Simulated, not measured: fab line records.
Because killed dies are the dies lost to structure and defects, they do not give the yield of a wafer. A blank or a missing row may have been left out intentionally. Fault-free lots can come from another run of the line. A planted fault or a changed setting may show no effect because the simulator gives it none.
Chamber matching | flow n5-finfet | 4 sister chambers for N5_BEOL_M4_ETCH_77 on rie-diel-01
The step etches underlayer in N2/H2, target depth 6.5 nm, time 5.2 s. 8 wafers are shown with their chamber, then 7 later ones without.

## WAFERS WITH THEIR CHAMBER
wafer  | chamber | showerhead-plenum-p-Torr (Torr) | etch-rf-on-time-s (s)
L081.4 | 1       | 2.51                            | 5.17
L086.4 | 2       | 2.51                            | 5.36
L086.5 | 0       | 2.45                            | 5.20
L090.1 | 3       | 2.44                            | 5.12
L090.2 | 1       | 2.51                            | 5.15
L090.3 | 2       | 2.50                            | 5.41
L094.1 | 3       | 2.43                            | 5.06
L094.4 | 0       | 2.44                            | 5.18

## WAFERS WITH NO CHAMBER GIVEN
wafer  | showerhead-plenum-p-Torr (Torr) | etch-rf-on-time-s (s)
L094.6 | 2.50                            | 5.30
L095.2 | 2.50                            | 5.15
L095.3 | 2.43                            | 5.08
L095.6 | 2.44                            | 5.21
L096.1 | 2.50                            | 5.06
L096.2 | 2.43                            | 5.03
L096.5 | 2.43                            | 5.01

## WHICH CHAMBER EACH WENT THROUGH
wafer  | from the rows above | in truth
L094.6 | 2                   | 2
L095.2 | 1                   | 1
L095.3 | 3                   | 3
L095.6 | 0                   | 0
L096.1 | 1                   | 1
L096.2 | 3                   | 3
L096.5 | 3                   | 3
Correct placement for 7 of the 7. Not placeable from these rows: 0. Wrongly placed: 0.
How it was worked out, from the rows above alone: a wafer's distance from a chamber is the root of the sum, over the readings, of the square of ((its reading less the chamber's mean) divided by the reading's scatter). If the next closest chamber is less than 2 further off than the closest, the wafer can't be placed; otherwise it belongs to the closest. The mean given for a chamber averages the wafers shown for that chamber. The scatter is the square root of a quotient: the sum, over the shown wafers, of each reading's squared deviation from its chamber's mean, divided by wafers minus chambers.
